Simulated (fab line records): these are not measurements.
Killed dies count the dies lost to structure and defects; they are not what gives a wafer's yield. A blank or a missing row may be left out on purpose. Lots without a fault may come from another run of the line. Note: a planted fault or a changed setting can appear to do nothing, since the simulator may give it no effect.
3 desks, one fault	flow n5_finfet	only its own numbers are on each desk; what lay behind them is given at the end

## THE TOOL OWNER'S DESK: litho_track-04
The tool's own readings at N5_BEOL_M13_COAT_65 (time 60 s, resist thk 350 nm): means of the sampled wafers that have a number, for each lot that ran on this tool. Any lot whose mean is over 4 standard deviations away from the usual mean is out of limits and marked OUT; that distance is given in the brackets.
Columns: A = heater_power_total_W at N5_BEOL_M13_COAT_65, usual 500.6 W; B = plate_temp_C at N5_BEOL_M13_COAT_65, usual 249.96 C
lot	first seen here	A	B
L107	day 16 12:14	499.8	250.08
L108	day 16 18:07	454.0 (-26) OUT	230.34 (-99 or more) OUT
L998	day 17 00:41	453.1 (-26) OUT	230.47 (-99 or more) OUT
This desk's finding: out of limits on L108, L998; first on L108, day 16 18:07 (heater_power_total_W at N5_BEOL_M13_COAT_65). Within limits: L107.

## METROLOGY DESK
What the gauges read for every lot (on any tool): the sampled wafers with a number, averaged. Any lot whose mean is over 4 standard deviations away from the usual mean is out of limits and marked OUT; that distance is given in the brackets.
Columns: A = cd_nm at N5_BEOL_M13_CD_MEAS_10, usual 190.5 nm; B = V12_OVL at N5_BEOL_M13_OVL_MEAS_11, usual 3 nm; C = cd_nm at N5_BEOL_M13_CD_MEAS_17, usual 190.8 nm
lot	first seen here	A	B	C
L107	day 16 11:35	188.6	2	188.7
L108	day 16 17:27	190.7	5	191.6
L998	day 16 23:54	189.7	4	190.0
L110	day 18 04:44	191.5	2	191.6
L114	day 18 05:07	190.6	1	190.6
L119	day 18 18:32	191.4	4	192.8
Finding of this desk: none of the 6 lots has anything out of limits.

## THE DEFECT DESK
For each lot, the counts of the inspections along the route, averaged over the sampled wafers that have a number. Any lot whose mean is over 4 standard deviations away from the usual mean is out of limits and marked OUT; that distance is given in the brackets.
Columns: A = raw_defect_count at N5_BEOL_M13_INSPECT_12, usual 2.3
lot	first seen here	A
L107	day 16 11:38	2.0
L108	day 16 17:31	2.3
L998	day 16 23:58	2.0
L110	day 18 04:48	2.3
L114	day 18 05:10	0.7
L119	day 18 18:36	2.3
Finding of this desk: none of the 6 lots has anything out of limits.

## TAKEN TOGETHER
The tool owner's desk had the chance to raise an alarm at day 16 18:07 on L108, L998.
Metrology desk: nothing out of limits seen.
Nothing out of limits was seen by the defect desk.
The metrology desk has L108, L998 on record, within its limits.
The defect desk has L108, L998 on record, within its limits.
N5_BEOL_M13_COAT_65 was run on litho_track-04 by each of the lots named.

## WHAT THE SIMULATOR HAD INSERTED
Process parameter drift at N5_BEOL_M13_COAT_65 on litho_track-04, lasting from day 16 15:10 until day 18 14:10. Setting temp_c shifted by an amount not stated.
Shown lots that were struck: L108, L998.
Each desk's first reading out of limits, in hours after the fault started: the tool owner's desk, 3.
